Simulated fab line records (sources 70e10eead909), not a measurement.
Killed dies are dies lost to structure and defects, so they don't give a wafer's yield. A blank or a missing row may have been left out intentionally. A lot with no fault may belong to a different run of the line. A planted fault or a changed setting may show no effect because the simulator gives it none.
fab line records | flow nand-harc
record lots=5 | wafers=15 | last-day=24
route steps=1159 shown P_ZERO_WELL@68 P_STI@69 END@1159
lots untouched by any fault: they come from a run of this same line in which no faults occurred
start-h: the number of hours between the record's first day and the start of the first shown wafer of the lot | wait-h: hours from the lot's prior step to this one | " same as the row above | L1.1+2: a row that stands for several wafers | - value missing, or start not given | * or withheld: withheld | < > ~ a bound
route shown NAME@n: NAME is a module with steps in the file, n the number in the route of the first one | usual: the fault-free wafers' mean and standard deviation | same: alike in all rows | chamber/n: place in a boat | sites: readings site by site | _std_site: the values' standard deviation | _edge_site: mean of outer sites minus mean of inner sites | radius-mm: for every site, how far away it sits from the centre of the wafer | mask NAME#n: copy n | behind: the last tool/chamber to shape the wafer | hold: why the lot was held/for how many hours/how that ended | device: the n, p or np transistor that did not switch | end of line: tests of these same wafers at the route's end | a step with no rows: only its recipe | killed: at the first sort, the dies lost to defects and structure; wafer yield is something else | map: a wafer's dies, marking killed ones x, the rest . and places with no die _
set.NAME: setting as actually run; set.NAME@STEP: the setting as run at that earlier step | model.NAME: the simulator's own value behind a step, which no gauge read
lots at selected steps of the route; one table per step, one row per wafer
services: a tool's chamber out of use, with start hour (start-h, from the record's first day; less than 0 if before it), hours out, and reason
## steps
# step NHARC_P_ZERO_WELL_INSPECT_43
# usual raw-defect-count=11/5
lot.wafer | tool              | chamber | start-h | wait-h | raw-defect-count
L902.2    | defect-inspect-01 | -       | 19.68   | 0.5    | 16
L902.3    | "                 | -       | "       | "      | 8
L902.5    | "                 | -       | "       | "      | 10
L906.4    | defect-inspect-01 | -       | 43.72   | 0.3    | 11
L906.5    | "                 | -       | "       | "      | 10
L906.6    | "                 | -       | "       | "      | 8
L907.1    | defect-inspect-02 | -       | 49.51   | 0.6    | 21
L907.3    | "                 | -       | "       | "      | 24
L907.5    | "                 | -       | "       | "      | 19
L921.1    | defect-inspect-01 | -       | 133.55  | 0.6    | 7
L921.3    | "                 | -       | "       | "      | 8
L921.5    | "                 | -       | "       | "      | 15
L925.2    | defect-inspect-01 | -       | 157.47  | 0.5    | 14
L925.3    | "                 | -       | "       | "      | 6
L925.6    | "                 | -       | "       | "      | 6
# step NHARC_P_STI_ETCH_26
# recipe target-depth-a=110 | chemistry=dHF | material=SiO2
# step NHARC_P_STI_PRECLEAN_27
# recipe time-s=* | temp-c=50 | bath-age-min=0 | chemistry=SC1
# step NHARC_P_STI_SRD_28
# step NHARC_P_STI_OXIDE_29
# recipe target-thk-a=100 | temp-c=900 | ox-time-s=1362 | material=SiO2
# step NHARC_P_STI_HM_DEP_30
# recipe target-thk-a=800 | temp-c=790 | pressure-mtorr=300 | time-s=873 | material=Si3N4
# step NHARC_P_STI_DEHYDRATE_01
# recipe temp-c=150 | time-s=120
# step NHARC_P_STI_HMDS_02
# recipe time-s=30
# step NHARC_P_STI_COAT_41
# recipe temp-c=200 | time-s=65
# step NHARC_P_STI_COAT_03
# recipe spin-rpm=2000 | resist-thk-nm=600
# step NHARC_P_STI_SOFTBAKE_04
# recipe temp-c=125 | time-s=70
# step NHARC_P_STI_EBR_05
# step NHARC_P_STI_EXPOSE_06
# recipe na=0.55 | target-cd-nm=200 | dose-mj=37.69 | mask-id=P_STI
# usual reticle-temp-C=23.00/0.12
lot.wafer | tool           | chamber | start-h | wait-h | mask       | reticle-temp-C
L902.2    | krf-scanner-04 | 0       | 39.59   | -      | P_STI#0    | 23.15
L902.3    | "              | 0       | "       | "      | P_STI#0    | 23.20
L902.5    | "              | 0       | "       | "      | P_STI#0    | 22.97
L906.4    | krf-scanner-03 | 0       | 58.80   | -      | P_STI#0    | 22.83
L906.5    | "              | 0       | "       | "      | P_STI#0    | 22.75
L906.6    | "              | 0       | "       | "      | P_STI#0    | 22.89
L907.1    | krf-scanner-04 | 0       | 64.74   | -      | P_STI_R1#0 | 23.03
L907.3    | "              | 0       | "       | "      | P_STI_R1#0 | 22.96
L907.5    | "              | 0       | "       | "      | P_STI_R1#0 | 23.07
L921.1    | krf-scanner-04 | 0       | 148.72  | -      | P_STI#0    | 23.00
L921.3    | "              | 0       | "       | "      | P_STI#0    | 22.87
L921.5    | "              | 0       | "       | "      | P_STI#0    | 22.97
L925.2    | krf-scanner-03 | 0       | 173.97  | -      | P_STI#0    | 22.92
L925.3    | "              | 0       | "       | "      | P_STI#0    | 22.83
L925.6    | "              | 0       | "       | "      | P_STI#0    | 22.89
# step NHARC_P_STI_PEB_07
# recipe peb-temp-c=128 | peb-time-s=80
# step NHARC_P_STI_DEVELOP_08
# recipe time-s=50 | dev-temp-c=22
# step NHARC_P_STI_CD_MEAS_09
# recipe target-cd-nm=200 | landing-energy-ev=500
# usual cd-nm=199.8/1.8
lot.wafer | tool      | chamber | start-h | wait-h | cd-nm
L902.2    | cd-sem-02 | 0       | 39.73   | -      | 201.2
L902.3    | "         | 0       | "       | "      | 202.1
L902.5    | "         | 0       | "       | "      | 199.6
L906.4    | cd-sem-03 | 0       | 58.95   | -      | 202.7
L906.5    | "         | 0       | "       | "      | 200.7
L906.6    | "         | 0       | "       | "      | 198.0
L907.1    | cd-sem-03 | 0       | 64.89   | -      | 226.2
L907.3    | "         | 0       | "       | "      | 228.3
L907.5    | "         | 0       | "       | "      | 227.3
L921.1    | cd-sem-03 | 0       | 148.88  | -      | 201.1
L921.3    | "         | 0       | "       | "      | 199.1
L921.5    | "         | 0       | "       | "      | 201.3
L925.2    | cd-sem-02 | 0       | 174.13  | -      | 198.5
L925.3    | "         | 0       | "       | "      | 198.8
L925.6    | "         | 0       | "       | "      | 198.7
# step NHARC_P_STI_OVL_MEAS_10
# usual overlay-x-nm=0/4.9 | overlay-y-nm=-2/6
lot.wafer | tool       | chamber | start-h | wait-h | overlay-x-nm | overlay-y-nm
L902.2    | overlay-02 | -       | 39.82   | -      | -3           | 4
L902.3    | "          | -       | "       | "      | -3           | 3
L902.5    | "          | -       | "       | "      | -3           | 3
L906.4    | overlay-02 | -       | 59.03   | -      | -6           | -7
L906.5    | "          | -       | "       | "      | -6           | -7
L906.6    | "          | -       | "       | "      | -6           | -7
L907.1    | overlay-01 | -       | 64.98   | -      | 14           | 2
L907.3    | "          | -       | "       | "      | 14           | 2
L907.5    | "          | -       | "       | "      | 15           | 2
L921.1    | overlay-02 | -       | 148.96  | -      | 2            | -9
L921.3    | "          | -       | "       | "      | 2            | -8
L921.5    | "          | -       | "       | "      | 2            | -8
L925.2    | overlay-01 | -       | 174.22  | -      | 2            | 9
L925.3    | "          | -       | "       | "      | 2            | 8
L925.6    | "          | -       | "       | "      | 2            | 8
# step NHARC_P_STI_INSPECT_11
# usual raw-defect-count=5.8/2.8
lot.wafer | tool              | chamber | start-h | wait-h | raw-defect-count
L902.2    | defect-inspect-01 | -       | 39.86   | 0.0    | 9
L902.3    | "                 | -       | "       | "      | 5
L902.5    | "                 | -       | "       | "      | 6
L906.4    | defect-inspect-02 | -       | 59.07   | 0.0    | 2
L906.5    | "                 | -       | "       | "      | 4
L906.6    | "                 | -       | "       | "      | 5
L907.1    | defect-inspect-01 | -       | 65.01   | 0.0    | 12
L907.3    | "                 | -       | "       | "      | 5
L907.5    | "                 | -       | "       | "      | 10
L921.1    | defect-inspect-01 | -       | 149.00  | 0.0    | 4
L921.3    | "                 | -       | "       | "      | 8
L921.5    | "                 | -       | "       | "      | 5
L925.2    | defect-inspect-02 | -       | 174.26  | 0.0    | 8
L925.3    | "                 | -       | "       | "      | 3
L925.6    | "                 | -       | "       | "      | 5
# step NHARC_P_STI_HARDBAKE_13
# recipe temp-c=118 | time-s=65
# step NHARC_P_STI_DESCUM_14
# recipe time-s=3 | o2-flow-sccm=200 | ar-flow-sccm=0 | bias-power-w=0 | chemistry=O2
# usual drypump-motor-current-A=5.8/0.51 | oes-product-au=1.001/0.008 | rf-vpp-V=57.7/0.97 | showerhead-plenum-p-Torr=1.90/0.09 | throttle-valve-pct=11.312/0.0087
lot.wafer | tool        | chamber | start-h | wait-h | drypump-motor-current-A | oes-product-au | rf-hours-counter-h | rf-vpp-V | showerhead-plenum-p-Torr | throttle-valve-pct | model.P_STI.cd-nm
L902.2    | rie-diel-13 | 0       | 40.02   | -      | 4.6                     | 0.996          | 2.6                | 56.5     | 1.87                     | 11.324             | 201.3
L902.3    | "           | 1       | "       | "      | 5.1                     | 1.012          | 2.2                | 57.8     | 1.81                     | 11.311             | 202
L902.5    | "           | 0       | "       | "      | 4.6                     | 0.999          | -                  | 58.3     | 1.87                     | 11.303             | 199.7
L906.4    | rie-diel-08 | 3       | 59.22   | -      | 5.7                     | 1.001          | 3.3                | 59.6     | 2.03                     | 11.320             | 202.3
L906.5    | "           | 1       | "       | "      | 5.8                     | 1.009          | -                  | 56.9     | 1.79                     | 11.306             | 200.7
L906.6    | "           | 2       | "       | "      | 6.1                     | 1.002          | -                  | 57.7     | 2.02                     | 11.299             | 197.9
L907.1    | rie-diel-11 | 3       | 65.16   | -      | 5.9                     | 1.008          | 2.5                | 57.4     | 1.81                     | 11.314             | 227.3
L907.3    | "           | 1       | "       | "      | 6.6                     | 0.996          | 2.8                | 57.8     | 1.82                     | 11.323             | 228.6
L907.5    | "           | 3       | "       | "      | 5.9                     | 1.001          | -                  | 57.6     | 1.81                     | 11.297             | 227.8
L921.1    | rie-diel-08 | 2       | 149.14  | -      | 6.2                     | 1.009          | 0.9                | 58.2     | 2.02                     | 11.298             | 201.7
L921.3    | "           | 3       | "       | "      | 5.7                     | 1.006          | 0.9                | 59.8     | 2.03                     | 11.318             | 199.7
L921.5    | "           | 3       | "       | "      | 5.7                     | 1.013          | -                  | 58.5     | 2.03                     | 11.295             | 201.5
L925.3    | rie-diel-08 | 0       | 174.39  | -      | 6.5                     | 0.985          | 1.8                | 57.2     | 1.92                     | 11.309             | 198.8
L925.2    | "           | 3       | "       | "      | 5.7                     | 1.006          | 1.7                | 59.6     | 2.03                     | 11.318             | 198.4
L925.6    | "           | 1       | "       | "      | 5.8                     | 0.994          | -                  | 57.9     | 1.79                     | 11.317             | 199.3
# step NHARC_P_STI_ETCH_42
# recipe target-depth-a=800 | overetch-a=240 | time-s=61 | ion-energy-ev=200 | n2-flow-sccm=150 | h2-flow-sccm=150 | ar-flow-sccm=0 | rf-w=400 | bias-w=150 | chemistry=N2/H2
# usual drypump-motor-current-A=5.8/0.51 | oes-product-au=1.000/0.0079 | rf-vpp-V=430.0/2.8 | showerhead-plenum-p-Torr=2.02/0.099 | throttle-valve-pct=14.172/0.0092
lot.wafer | tool        | chamber | start-h | wait-h | drypump-motor-current-A | oes-product-au | rf-hours-counter-h | rf-vpp-V | showerhead-plenum-p-Torr | throttle-valve-pct
L902.3    | rie-diel-13 | 3       | 40.10   | 0.1    | 5.7                     | 1.004          | 2.6                | 432.2    | 2.09                     | 14.156
L902.2    | "           | 1       | "       | "      | 5.1                     | 1.007          | 2.2                | 427.7    | 1.93                     | 14.185
L902.5    | "           | 2       | "       | "      | 5.1                     | 0.995          | -                  | 426.0    | 1.93                     | 14.150
L906.4    | rie-diel-08 | 1       | 59.29   | 0.1    | 5.8                     | 1.003          | 3.9                | 428.1    | 1.90                     | 14.160
L906.6    | "           | 0       | "       | "      | 6.5                     | 1.005          | -                  | 431.7    | 2.04                     | 14.177
L906.5    | "           | 1       | "       | "      | 5.8                     | 0.998          | -                  | 425.0    | 1.91                     | 14.169
L907.3    | rie-diel-11 | 2       | 65.24   | 0.1    | 5.7                     | 1.019          | 2.1                | 433.6    | 2.16                     | 14.176
L907.1    | "           | 3       | "       | "      | 5.9                     | 0.997          | 2.5                | 427.4    | 1.93                     | 14.174
L907.5    | "           | 1       | "       | "      | 6.6                     | 1.003          | -                  | 427.3    | 1.93                     | 14.168
L921.3    | rie-diel-08 | 2       | 149.23  | 0.1    | 6.1                     | 1.008          | 0.9                | 432.0    | 2.15                     | 14.165
L921.1    | "           | 3       | "       | "      | 5.7                     | 1.004          | 0.9                | 433.1    | 2.17                     | 14.179
L921.5    | "           | 0       | "       | "      | 6.5                     | 0.995          | -                  | 431.0    | 2.04                     | 14.193
L925.2    | rie-diel-08 | 3       | 174.49  | 0.1    | 5.7                     | 1.009          | 1.7                | 434.0    | 2.17                     | 14.166
L925.3    | "           | 0       | "       | "      | 6.5                     | 0.997          | 1.8                | 430.9    | 2.04                     | 14.184
L925.6    | "           | 2       | "       | "      | 6.2                     | 1.012          | -                  | 433.0    | 2.15                     | 14.156
# step NHARC_P_STI_ETCH_31
# recipe target-depth-a=1089 | time-s=54.5 | cf4-flow-sccm=100 | chf3-flow-sccm=30 | ar-flow-sccm=0 | rf-w=500 | bias-w=200 | chemistry=CF4/CHF3
# usual drypump-motor-current-A=5.8/0.53 | oes-product-au=0.963/0.017 | rf-vpp-V=370.5/2.5 | showerhead-plenum-p-Torr=1.57/0.07 | throttle-valve-pct=16.803/0.0089
lot.wafer | tool        | chamber | start-h | wait-h | drypump-motor-current-A | oes-product-au | rf-hours-counter-h | rf-vpp-V | showerhead-plenum-p-Torr | throttle-valve-pct
L902.2    | rie-diel-13 | 3       | -       | -      | 5.7                     | 0.956          | 2.6                | 371.5    | 1.61                     | 16.795
L902.3    | "           | 1       | "       | "      | 5.1                     | 0.962          | 2.2                | 367.5    | 1.49                     | 16.793
L902.5    | "           | 3       | "       | "      | 5.7                     | 0.952          | -                  | 371.1    | 1.61                     | 16.804
L906.4    | rie-diel-08 | 0       | -       | -      | 6.5                     | 0.968          | 3.8                | 370.3    | 1.58                     | 16.791
L906.6    | "           | 2       | "       | "      | 6.1                     | 0.953          | -                  | 373.4    | 1.65                     | 16.817
L906.5    | "           | 3       | "       | "      | 5.7                     | 0.986          | -                  | 375.6    | 1.67                     | 16.799
L907.1    | rie-diel-11 | 2       | -       | -      | 5.7                     | 0.973          | 2.1                | 373.6    | 1.66                     | 16.796
L907.3    | "           | 3       | "       | "      | 5.9                     | 0.973          | 2.5                | 367.9    | 1.50                     | 16.807
L907.5    | "           | 3       | "       | "      | 5.9                     | 0.967          | -                  | 368.2    | 1.50                     | 16.818
L921.1    | rie-diel-08 | 1       | -       | -      | 5.8                     | 0.982          | 0.8                | 366.7    | 1.48                     | 16.804
L921.3    | "           | 2       | "       | "      | 6.2                     | 0.961          | 0.9                | 371.5    | 1.65                     | 16.818
L921.5    | "           | 0       | "       | "      | 6.5                     | 0.970          | -                  | 371.5    | 1.58                     | 16.813
L925.3    | rie-diel-08 | 2       | -       | -      | 6.2                     | 0.984          | 1.8                | 373.6    | 1.65                     | 16.791
L925.2    | "           | 1       | "       | "      | 5.8                     | 0.957          | 1.9                | 367.7    | 1.48                     | 16.807
L925.6    | "           | 2       | "       | "      | 6.2                     | 0.976          | -                  | 374.2    | 1.65                     | 16.783
# step NHARC_P_STI_ETCH_15
# recipe target-depth-a=3000 | taper-deg=4 | time-s=100.1 | hbr-flow-sccm=150 | cl2-flow-sccm=50 | rf-w=400 | icp-w=400 | bias-w=100 | chemistry=HBr/Cl2
# usual drypump-motor-current-A=5.6/0.33 | he-backside-leak-sccm=2.6/0.33 | oes-product-au=1.005/0.0069 | throttle-valve-pct=26.405/0.0093
lot.wafer | tool      | chamber | start-h | wait-h | drypump-motor-current-A | he-backside-leak-sccm | oes-product-au | rf-hours-counter-h | throttle-valve-pct | model.P_STI.cd-nm
L902.3    | rie-si-01 | 2       | 40.30   | -      | 5.7                     | 2.3                   | 1.004          | 0.6                | 26.406             | 200.6
L902.2    | "         | 3       | "       | "      | 5.8                     | 2.6                   | 0.999          | 0.5                | 26.401             | 199.5
L902.5    | "         | 2       | "       | "      | 5.7                     | 2.4                   | 0.999          | -                  | 26.415             | 197.7
L906.5    | rie-si-03 | 2       | 59.54   | -      | 6.0                     | 2.6                   | 0.996          | -                  | 26.415             | 201.1
L906.6    | "         | 0       | "       | "      | 5.2                     | 2.8                   | 1.003          | -                  | 26.400             | 197.4
L906.4    | "         | 1       | "       | "      | 5.9                     | 2.6                   | 0.996          | -                  | 26.392             | 202.8
L907.1    | rie-si-03 | 1       | 65.44   | -      | 5.9                     | 2.4                   | 1.003          | 0.5                | 26.419             | 226.8
L907.3    | "         | 3       | "       | "      | 5.7                     | 2.4                   | 1.013          | 0.5                | 26.393             | 227.6
L907.5    | "         | 0       | "       | "      | 5.2                     | 2.7                   | 0.994          | -                  | 26.388             | 226.2
L921.3    | rie-si-02 | 1       | 149.42  | -      | 5.0                     | 3.0                   | 1.011          | 0.7                | 26.394             | 198.6
L921.1    | "         | 3       | "       | "      | 5.1                     | 2.9                   | 1.002          | 0.7                | 26.398             | 201.1
L921.5    | "         | 0       | "       | "      | 6.0                     | 2.5                   | 1.005          | -                  | 26.404             | 201.4
L925.3    | rie-si-03 | 0       | 174.69  | -      | 5.2                     | 2.8                   | 1.016          | 0.1                | 26.405             | 198.2
L925.2    | "         | 2       | "       | "      | 6.0                     | 2.8                   | 1.004          | 0.1                | 26.406             | 197.3
L925.6    | "         | 0       | "       | "      | 5.2                     | 2.9                   | 1.001          | -                  | 26.398             | 199.2
# step NHARC_P_STI_CD_MEAS_16
# usual cd-nm=199.2/1.8
lot.wafer | tool      | chamber | start-h | wait-h | cd-nm
L902.2    | cd-sem-02 | -       | 40.45   | -      | 199.5
L902.3    | "         | -       | "       | "      | 200.3
L902.5    | "         | -       | "       | "      | 197.8
L906.4    | cd-sem-01 | -       | 59.68   | -      | 202.9
L906.5    | "         | -       | "       | "      | 201.1
L906.6    | "         | -       | "       | "      | 197.3
L907.1    | cd-sem-03 | -       | 65.58   | -      | 227.0
L907.3    | "         | -       | "       | "      | 227.7
L907.5    | "         | -       | "       | "      | 226.3
L921.1    | cd-sem-02 | -       | 149.57  | -      | 201.3
L921.3    | "         | -       | "       | "      | 198.6
L921.5    | "         | -       | "       | "      | 201.4
L925.2    | cd-sem-02 | -       | 174.85  | -      | 196.9
L925.3    | "         | -       | "       | "      | 198.1
L925.6    | "         | -       | "       | "      | 199.1
# step NHARC_P_STI_OCD_MEAS_17
# usual trench-depth-nm=303.2/2.6 | trench-foot-cd-nm=157.4/1.8
lot.wafer | tool   | chamber | start-h | wait-h | trench-depth-nm | trench-foot-cd-nm
L902.2    | ocd-01 | -       | 40.53   | 0.1    | 299.4           | 159.7
L902.3    | "      | -       | "       | "      | 303.5           | 159.9
L902.5    | "      | -       | "       | "      | 302.0           | 157.3
L906.4    | ocd-02 | -       | 59.76   | 0.1    | 300.9           | 160.7
L906.5    | "      | -       | "       | "      | 302.0           | 158.9
L906.6    | "      | -       | "       | "      | 302.0           | 156.0
L907.1    | ocd-02 | -       | 65.67   | 0.1    | 301.7           | 184.3
L907.3    | "      | -       | "       | "      | 304.7           | 186.1
L907.5    | "      | -       | "       | "      | 300.9           | 184.5
L921.1    | ocd-01 | -       | 149.66  | 0.1    | 302.9           | 159.5
L921.3    | "      | -       | "       | "      | 304.6           | 157.4
L921.5    | "      | -       | "       | "      | 304.0           | 158.2
L925.2    | ocd-01 | -       | 174.94  | 0.1    | 304.7           | 156.4
L925.3    | "      | -       | "       | "      | 305.6           | 156.1
L925.6    | "      | -       | "       | "      | 304.0           | 156.6
# step NHARC_P_STI_STRIP_19
# recipe time-s=900 | temp-c=130 | chemistry=SPM
# step NHARC_END_SORT_01
# recipe temp-c=25
# usual killed-at-array=26/9.6 | killed-at-other=0.7/0.92 | killed-at-periphery=3.8/2.7 | killed-dies=31/10 | killed-open=3.3/1.7 | killed-short=1.8/1.3
# same gross-dies=677
lot.wafer | tool      | chamber | start-h | wait-h | killed-at-array | killed-at-other | killed-at-periphery | killed-dies | killed-open | killed-short
L906.4    | prober-02 | 0       | 462.20  | 3.4    | 28              | 0               | 1                   | 29          | 5           | 1
L906.5    | prober-02 | 0       | 463.01  | 3.8    | 23              | 0               | 3                   | 26          | 3           | 1
L906.6    | prober-02 | 0       | 463.83  | 4.1    | 33              | 2               | 2                   | 37          | 1           | 1
# killed by level:class
L906.4 A_CHANNEL_HOLE_D1:chamber-film-flake=15 A_SLIT:chamber-film-flake=5 A_WL_FILL:geometric-particle:open=2 P_M0:geometric-particle:open=1 A_WL_FILL:geometric-particle:short=1 A_CONTACT:geometric-particle:open=1 A_M0:geometric-particle:open=1 A_STAIRCASE:chamber-film-flake=1
L906.5 A_CHANNEL_HOLE_D1:chamber-film-flake=15 A_SLIT:chamber-film-flake=5 A_STAIRCASE:chamber-film-flake=2 P_GATE:geometric-particle:open=1 P_CONTACT:geometric-particle:open=1 P_M0:geometric-particle:open=1 A_ONON_D1:geometric-particle:short=1
L906.6 A_CHANNEL_HOLE_D1:chamber-film-flake=21 A_SLIT:chamber-film-flake=6 A_M0:chamber-film-flake=2 THIN_TSV:chamber-film-flake=2 A_WL_FILL:geometric-particle:open=1 A_CONTACT:geometric-particle:short=1 P_GATE:chamber-film-flake=1 P_BONDPAD:chamber-film-flake=1
## services
tool           | chamber | start-h | hours | kind
rie-diel-13    | 1       | 24.34   | 9.5   | repair
rie-diel-11    | 2       | 24.96   | 4.0   | repair
rie-si-02      | -       | 34.00   | 9.0   | pm
rie-diel-08    | 3       | 36.14   | 9.4   | repair
rie-diel-13    | 3       | 46.02   | 2.7   | repair
rie-si-03      | 1       | 49.39   | 5.0   | repair
rie-si-03      | 3       | 56.55   | 3.6   | repair
rie-diel-13    | 3       | 58.43   | 5.8   | repair
rie-diel-08    | 2       | 62.49   | 4.0   | repair
rie-diel-13    | 0       | 82.37   | 2.2   | repair
krf-scanner-04 | -       | 89.20   | 0.4   | repair
rie-si-03      | 3       | 98.08   | 2.5   | repair
rie-diel-13    | -       | 99.00   | 9.0   | pm
rie-diel-08    | 0       | 100.43  | 34.6  | repair
krf-scanner-04 | -       | 102.03  | 1.9   | repair
krf-scanner-03 | -       | 106.24  | 1.0   | repair
krf-scanner-04 | -       | 120.59  | 0.6   | repair
rie-diel-08    | -       | 124.85  | 9.0   | pm
krf-scanner-04 | -       | 126.00  | 4.0   | pm
rie-si-01      | -       | 127.00  | 9.0   | pm
rie-diel-08    | -       | 141.20  | 1.0   | repair
rie-diel-11    | 2       | 154.89  | 5.3   | repair
rie-si-03      | -       | 155.00  | 9.0   | pm
krf-scanner-03 | -       | 168.00  | 4.0   | pm
## key
first-sign step=NHARC_P_STI_EXPOSE_06 | reading=mask | direction=changed
effect step=NHARC_P_STI_CD_MEAS_09 | reading=cd-nm | direction=up | sigmas=16 | usual=199.8 | struck=227.3
effect step=NHARC_P_STI_CD_MEAS_16 | reading=cd-nm | direction=up | sigmas=15 | usual=199.2 | struck=227.0
effect step=NHARC_P_STI_OCD_MEAS_17 | reading=trench-foot-cd-nm | direction=up | sigmas=16 | usual=157.4 | struck=184.9
model-effect step=NHARC_P_STI_DESCUM_14 | value=P_STI.cd-nm | without=198 | struck=227.9
model-effect step=NHARC_P_STI_ETCH_15 | value=P_STI.cd-nm | without=197 | struck=226.9
met-at NHARC_P_STI_EXPOSE_06
struck-wafers L907.1,L907.3,L907.5
tester-left-out L907
onset-between 39.59 64.74
fault kind=wrong-mask | tool=any | chamber=- | onset-h=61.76 | steps=NHARC_P_STI_EXPOSE_06 | aux-copy=P_STI_R1#0 | cd-offset-nm=29.838 | scope=struck-lots-only
# tester-left-out: of these lots the tester's yield and bins aren't shown, on N5 and GAA mostly nor the transistor test; their killed dies are dies lost to structure and defects alone, not to doping, threshold or leakage, so they don't give the yield
